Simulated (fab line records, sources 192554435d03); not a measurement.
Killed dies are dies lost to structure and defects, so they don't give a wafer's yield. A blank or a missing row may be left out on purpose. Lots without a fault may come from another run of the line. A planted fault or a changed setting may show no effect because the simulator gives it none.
Chamber matching | flow n5_finfet | N5_MOL_CONTACT_COAG_ETCH_90 on rie_diel-06: 4 sister chambers
The step etches SiARC in CF4, target depth 13 nm, time 21.7 s. 18 wafers are shown with their chamber, then 9 later ones without.

WAFERS WITH THEIR CHAMBER
wafer  | chamber | drypump_motor_current_A (A) | showerhead_plenum_p_Torr (Torr) | oes_product_au (a.u.)
L075.1 | 2       | 5.8                         | 2.18                            | 0.79
L075.4 | 3       | 5.1                         | 2.10                            | 0.78
L075.6 | 0       | 5.2                         | 2.22                            | 0.64
L079.2 | 1       | 6.4                         | 2.26                            | 0.83
L079.4 | 2       | 5.8                         | 2.18                            | 0.78
L079.5 | 2       | 5.8                         | 2.18                            | 0.78
L080.1 | 2       | 5.8                         | 2.18                            | 0.77
L080.4 | 0       | 5.2                         | 2.22                            | 0.62
L080.5 | 0       | 5.2                         | 2.22                            | 0.62
L082.1 | 1       | 6.3                         | 2.26                            | 0.80
L082.3 | 0       | 5.2                         | 2.22                            | 0.61
L082.4 | 3       | 5.1                         | 2.10                            | 0.74
L087.2 | 0       | 5.2                         | 2.21                            | 0.61
L087.4 | 1       | 6.3                         | 2.25                            | 0.79
L087.6 | 1       | 6.4                         | 2.25                            | 0.80
L088.2 | 3       | 5.0                         | 2.09                            | 0.73
L088.4 | 0       | 5.2                         | 2.21                            | 0.61
L088.6 | 2       | 5.7                         | 2.17                            | 0.75

SIGNATURES (means of the wafers above)
reading                  | chamber 0 | chamber 1 | chamber 2 | chamber 3 | scatter within a chamber
drypump_motor_current_A  | 5.200     | 6.350     | 5.780     | 5.067     | 0.042
showerhead_plenum_p_Torr | 2.2167    | 2.2550    | 2.1780    | 2.0967    | 0.00521
oes_product_au           | 0.6183    | 0.8050    | 0.7740    | 0.7500    | 0.0167
Rule: a wafer's distance from a chamber is the root of the sum, over the readings, of the square of ((its reading less the chamber's mean) divided by the reading's scatter). The wafer belongs to the nearest chamber; if the next one is less than 2 further off, it can't be placed. The scatter: the root of (the sum of the squares of (reading less its chamber's mean) over the shown wafers, divided by (wafers less chambers)).

WAFERS WITHOUT THEIR CHAMBER
wafer  | drypump_motor_current_A (A) | showerhead_plenum_p_Torr (Torr) | oes_product_au (a.u.)
L090.2 | 5.1                         | 2.09                            | 0.72
L090.3 | 6.4                         | 2.25                            | 0.77
L090.5 | 5.8                         | 2.17                            | 0.75
L094.2 | 5.8                         | 2.17                            | 0.74
L094.4 | 6.3                         | 2.25                            | 0.78
L094.5 | 5.2                         | 2.21                            | 0.61
L095.1 | 6.4                         | 2.25                            | 0.76
L095.2 | 5.1                         | 2.09                            | 0.71
L095.3 | 5.8                         | 2.17                            | 0.74

WHICH CHAMBER EACH WENT THROUGH
wafer  | from the rows above | in truth
L090.2 | 3                   | 3
L090.3 | 1                   | 1
L090.5 | 2                   | 2
L094.2 | 2                   | 2
L094.4 | 1                   | 1
L094.5 | 0                   | 0
L095.1 | 1                   | 1
L095.2 | 3                   | 3
L095.3 | 2                   | 2
Placed correctly: 9 of 9. Can't be placed from these rows: 0. Placed wrongly: 0.
